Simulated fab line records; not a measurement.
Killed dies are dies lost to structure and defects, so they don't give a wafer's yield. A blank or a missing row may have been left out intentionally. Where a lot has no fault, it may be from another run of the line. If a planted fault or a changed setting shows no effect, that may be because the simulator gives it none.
Chamber matching :: flow n5Finfet :: rieDiel-06 running N5_BEOL_M12_VIA_ETCH_16: 4 sister chambers
The step etches SiOC in C4F8/O2/Ar, target depth 724.8 nm. 4 wafers are shown with their chamber, then 7 later ones without.

WAFERS WITH THEIR CHAMBER
wafer: L083.6
chamber: 1
throttleValvePct (%): 24.46

wafer: L084.1
chamber: 2
throttleValvePct (%): 24.07

wafer: L084.2
chamber: 0
throttleValvePct (%): 24.25

wafer: L088.5
chamber: 3
throttleValvePct (%): 24.52

WAFERS WITHOUT THEIR CHAMBER
wafer: L088.6
throttleValvePct (%): 24.26

wafer: L092.2
throttleValvePct (%): 24.29

wafer: L092.4
throttleValvePct (%): 24.10

wafer: L092.6
throttleValvePct (%): 24.26

wafer: L094.1
throttleValvePct (%): 24.10

wafer: L094.2
throttleValvePct (%): 24.54

wafer: L094.4
throttleValvePct (%): 24.51

WHICH CHAMBER EACH ONE RAN IN
wafer: L088.6
from the rows above: 0
in truth: 0

wafer: L092.2
from the rows above: 0
in truth: 0

wafer: L092.4
from the rows above: 2
in truth: 2

wafer: L092.6
from the rows above: 0
in truth: 0

wafer: L094.1
from the rows above: 2
in truth: 2

wafer: L094.2
from the rows above: 3
in truth: 3

wafer: L094.4
from the rows above: can't be placed: 3 or 1
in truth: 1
Correctly placed: 6 of 7. Cannot be placed on the basis of these rows: 1; the candidates contain the true chamber in 1. Placed wrongly: 0.
How it was worked out, from the rows above alone: a wafer's distance from a chamber is the root of the sum, over the readings, of the square of ((its reading less the chamber's mean) divided by the reading's scatter). If the next closest chamber is less than 2 further off than the closest, the wafer can't be placed; otherwise it belongs to the closest. Each chamber's mean is taken over the wafers shown for it. The scatter: root of mean squared gap, hidden wafer to nearest shown wafer, with one shown wafer a chamber.
